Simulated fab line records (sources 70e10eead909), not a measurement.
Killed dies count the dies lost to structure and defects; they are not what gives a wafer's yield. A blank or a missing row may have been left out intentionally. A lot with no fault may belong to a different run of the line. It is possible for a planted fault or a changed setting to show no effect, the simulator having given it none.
A struck lot beside a sound one	flow nand harc	15 out of 1159 route steps
Sound: these wafers, L388.2, L388.3, L388.5. Wafers L398.1, L398.2, L398.3 were the ones struck. Last of all comes the cause.
Order at every step that has rows: each side's tool, ch and its chambers, its first start. Under that, the readings that differ: sound wafers	struck wafers	difference of the means	sigmas: that difference in standard deviations of wafers without a fault.
alike: a reading whose means differ by less than 2 such deviations, as well as words and numbers matching on both sides. not compared: withheld readings; readings where some wafer has no value; bounds like >300 that might hide an equal value; numbers whose values overlap and for which the record gives no deviation.
The two part at a step that has a row with sigmas, a row that says differs or no value, or rows on one side only. Numbers that don't overlap but have no deviation are shown without sigmas and don't part them. A reading missing from all wafers of one side parts the sides only when that side holds two or more wafers.

first, 7 steps without rows for these wafers: NHARC_P_CONTACT_COAT_34 (time 65 s); NHARC_P_CONTACT_COAT_06 (resist thk 90 nm); NHARC_P_CONTACT_SOFTBAKE_07 (time 55 s); NHARC_P_CONTACT_EBR_08; NHARC_P_CONTACT_EXPOSE_09 (exposes mask P CA, target cd 90 nm); NHARC_P_CONTACT_PEB_10 (peb time 65 s); NHARC_P_CONTACT_DEVELOP_11 (develop time 35 s).
NHARC_P_CONTACT_CD_MEAS_12: the cd target is 90 nm.
  sound on cd sem-01 ch 0, day 6 06:24; struck on cd sem-02 ch 0, day 9 05:35
  alike: cd nm
NHARC_P_CONTACT_OVL_MEAS_13:
  sound on overlay-02 at day 6 06:29; struck on overlay-02 at day 9 05:40
reading	sound	struck	difference	sigmas
overlay y nm (nm)	-0.9 -0.8 -0.4	0.5 1.3 1.2	+1.7	+2
  alike: overlay x nm
NHARC_P_CONTACT_INSPECT_14:
  sound on defect inspect-01 at day 6 06:32; struck on defect inspect-01 at day 9 05:42
  alike: raw defect count
NHARC_P_CONTACT_DESCUM_17: chemistry O2, time 3 s.
  sound on rie diel-06 ch 0,1, day 6 06:35; struck on rie diel-08 ch 1,2,3, day 9 05:46
  alike: chamber pressure mTorr, drypump motor current A, o2 flow sccm, oes product au, rf vpp V, showerhead plenum p Torr, throttle valve pct
  not compared: rf hours counter h
NHARC_P_CONTACT_ETCH_35: etches the open film in CF4, target depth 39 nm, time 65 s.
  sound on rie diel-06 ch 0,1,2, day 6 06:41; struck on rie diel-08 ch 0,2,3, day 9 05:51
  alike: bias w, cf4 flow sccm, chamber pressure mTorr, drypump motor current A, oes product au, rf vpp V, showerhead plenum p Torr, throttle valve pct
  not compared: rf hours counter h
NHARC_P_CONTACT_ETCH_36: etches the open film in N2/H2, target depth 260 nm, time 406.25 s.
  sound on rie diel-06 ch 2,3, day 6 06:47; struck on rie diel-08 ch 0,1,3, day 9 05:58
  no value came back on the struck wafers for any of 7 readings (bias w (W), chamber pressure mTorr (mTorr) and others); on the sound wafers bias w (W) reads 150.7 150.3 150.3
  not compared: rf hours counter h
NHARC_P_CONTACT_ETCH_18: etches the open film in C4F8/O2/Ar, target depth 481 nm, time 240.5 s.
  sound on rie diel-06 ch 1,3; struck on rie diel-08 ch 0,2,3
  alike: bias w, chamber pressure mTorr, oes product au, rf vpp V
  not compared: rf hours counter h
-- record jumps: 17 days between struck wafers' starts before vs after; left off in module P_CONTACT, resumes in module END, first step shown is number 1159 of the route --
NHARC_END_SORT_01:
  only the struck wafers appear in the record here, on prober-01 ch 0 at day 26 01:28; the sound ones have no rows

WHERE THEY PART
Earliest at NHARC_P_CONTACT_OVL_MEAS_13; latest, in this record, at NHARC_END_SORT_01.

WHY: what had been put in by the simulator
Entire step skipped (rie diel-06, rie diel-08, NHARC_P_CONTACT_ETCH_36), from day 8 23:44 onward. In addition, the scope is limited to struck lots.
